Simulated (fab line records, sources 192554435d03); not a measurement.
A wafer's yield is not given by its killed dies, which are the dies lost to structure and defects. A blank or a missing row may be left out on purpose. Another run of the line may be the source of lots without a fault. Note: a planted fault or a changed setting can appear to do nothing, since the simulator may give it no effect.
Split-lot trial | flow n5 finfet | 7 lots, 21 wafers read, on a route of 1938 steps

## SPLIT DETAILS
At N5_BEOL_M9_EXPOSE_08 (exposes mask M9), the setting dose mj was moved away from the recipe's 53.75 on 8 of the 21 wafers read, by -4.0% to +7.2%. The other wafers ran this setting at the recipe's value.

## FROM THE SPLIT TO THE READING: what the file shows between them, 15 steps
- N5_BEOL_M9_PEB_09: peb time 60 s
- N5_BEOL_M9_DEVELOP_10: develop time 30 s
- N5_BEOL_M9_CD_MEAS_11: target cd 64.1 nm
- N5_BEOL_M9_DESCUM_16: chemistry O2, time 7.9 s
- N5_BEOL_M9_ETCH_61: etches SiARC in CF4, target depth 39 nm, time 65 s
- N5_BEOL_M9_ETCH_62: etches SOC in N2/H2, target depth 110 nm, overetch 22 nm, time 165 s
- N5_BEOL_M9_STRIP_68: strips in N2/H2
- N5_BEOL_M9_STRIP_67: strips in CF4
- N5_BEOL_M9_HM_OPEN_17: chemistry Cl2/BCl3, target TiN, target depth 20 nm, overetch 6 nm
- N5_BEOL_M9_STRIP_19: strips in O2
- N5_BEOL_M9_CD_MEAS_18: pitch 140 nm, target cd 70 nm
- N5_BEOL_M9_COAT_63: time 60 s, resist thk 60 nm
- N5_BEOL_M9_COAT_64: time 60 s, resist thk 12 nm
- N5_BEOL_M9_PRECLEAN_42: cleans in residue remover, time 60 s
- N5_BEOL_M9_SRD_43: time 30 s

## THE READING
cd nm, in nm, at N5_BEOL_M9_CD_MEAS_35 (target cd 70 nm, target cd y 40 nm). Typical for fault-free wafers on this fab line: 70.1 nm, with standard deviation 0.52 nm.

wafer  | tool, chamber at the split | dose mj as run | against the recipe | cd nm, nm | against lot-mates on the recipe
L076.2 | arfi scanner-01, 0         | 53.75          | recipe             | 70.3      | -
L076.4 | arfi scanner-01, 0         | 53.75          | recipe             | 70.0      | -
L076.5 | arfi scanner-01, 0         | 53.75          | recipe             | 69.8      | -
L079.1 | arfi scanner-03, 0         | 53.75          | recipe             | 69.5      | -
L079.2 | arfi scanner-03, 0         | 51.62          | -4.0%              | 67.7      | -1.8
L079.4 | arfi scanner-03, 0         | 51.62          | -4.0%              | 67.1      | -2.4
L083.3 | arfi scanner-01, 0         | 52.56          | -2.2%              | 68.5      | -1.8
L083.4 | arfi scanner-01, 0         | 53.75          | recipe             | 70.3      | -
L083.5 | arfi scanner-01, 0         | 52.56          | -2.2%              | 69.6      | -0.7
L088.1 | arfi scanner-01, 0         | 53.75          | recipe             | 70.0      | -
L088.4 | arfi scanner-01, 0         | 57.17          | +6.4%              | 74.3      | +4.0
L088.5 | arfi scanner-01, 0         | 53.75          | recipe             | 70.5      | -
L089.1 | arfi scanner-02, 0         | 56.08          | +4.3%              | 72.9      | +2.8
L089.2 | arfi scanner-02, 0         | 53.75          | recipe             | 70.3      | -
L089.4 | arfi scanner-02, 0         | 53.75          | recipe             | 69.9      | -
L090.1 | arfi scanner-02, 0         | 53.75          | recipe             | 70.2      | -
L090.2 | arfi scanner-02, 0         | 52.14          | -3.0%              | 68.3      | -1.5
L090.5 | arfi scanner-02, 0         | 53.75          | recipe             | 69.4      | -
L092.1 | arfi scanner-01, 0         | 53.75          | recipe             | 70.1      | -
L092.3 | arfi scanner-01, 0         | 53.75          | recipe             | 69.9      | -
L092.4 | arfi scanner-01, 0         | 57.6           | +7.2%              | 73.4      | +3.4

THE FIT
A straight line over all 21 wafers: cd nm changes by +0.585 nm for each +1% of dose mj; r = +0.97; the points scatter about the line by 0.43 nm.
The same after taking each lot's own level away (the mean of its wafers on the recipe; 21 wafers): +0.553 nm for each +1%; r = +0.98; scatter 0.34 nm.
The reading moves by 4 nm for the largest change in dose mj, on that fit.
The lots' own levels span 69.50 to 70.30 nm, that is 1.5 times the standard deviation above.
Consequently the slope shifts little with the lot-to-lot level, the two slopes agreeing.
Check: with one of the wafers moved furthest among these (+7.2%) left out of the fit, the line predicts +4.32 nm for it against its lot-mates. It came out at +3.4 nm against them.

## THE WHOLE CHAIN: every reading that the file lists as answering this split, in the file's order
step                  | what it does                                                         | reading                                                               | change (the file's fit)               | r (the file's)
N5_BEOL_M9_CD_MEAS_11 | target cd 64.1 nm                                                    | cd nm                                                                 | +0.504 nm for each +1% of the setting | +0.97
N5_BEOL_M9_ETCH_61    | etches SiARC in CF4, target depth 39 nm, time 65 s                   | BEOL_M9.cd offset nm (the simulator's own value, which no gauge read) | +0.544 nm for each +1% of the setting | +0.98
N5_BEOL_M9_ETCH_62    | etches SOC in N2/H2, target depth 110 nm, overetch 22 nm, time 165 s | BEOL_M9.cd offset nm (the simulator's own value, which no gauge read) | +0.515 nm for each +1% of the setting | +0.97
N5_BEOL_M9_HM_OPEN_17 | chemistry Cl2/BCl3, target TiN, target depth 20 nm, overetch 6 nm    | BEOL_M9.cd offset nm (the simulator's own value, which no gauge read) | +0.512 nm for each +1% of the setting | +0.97
N5_BEOL_M9_CD_MEAS_18 | pitch 140 nm, target cd 70 nm                                        | cd nm                                                                 | +0.518 nm for each +1% of the setting | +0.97
N5_BEOL_M9_CD_MEAS_35 | target cd 70 nm, target cd y 40 nm                                   | cd nm                                                                 | +0.552 nm for each +1% of the setting | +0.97

## THE FILE'S OWN FIT
cd nm changes by +0.552 nm for each +1% of dose mj, r = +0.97.
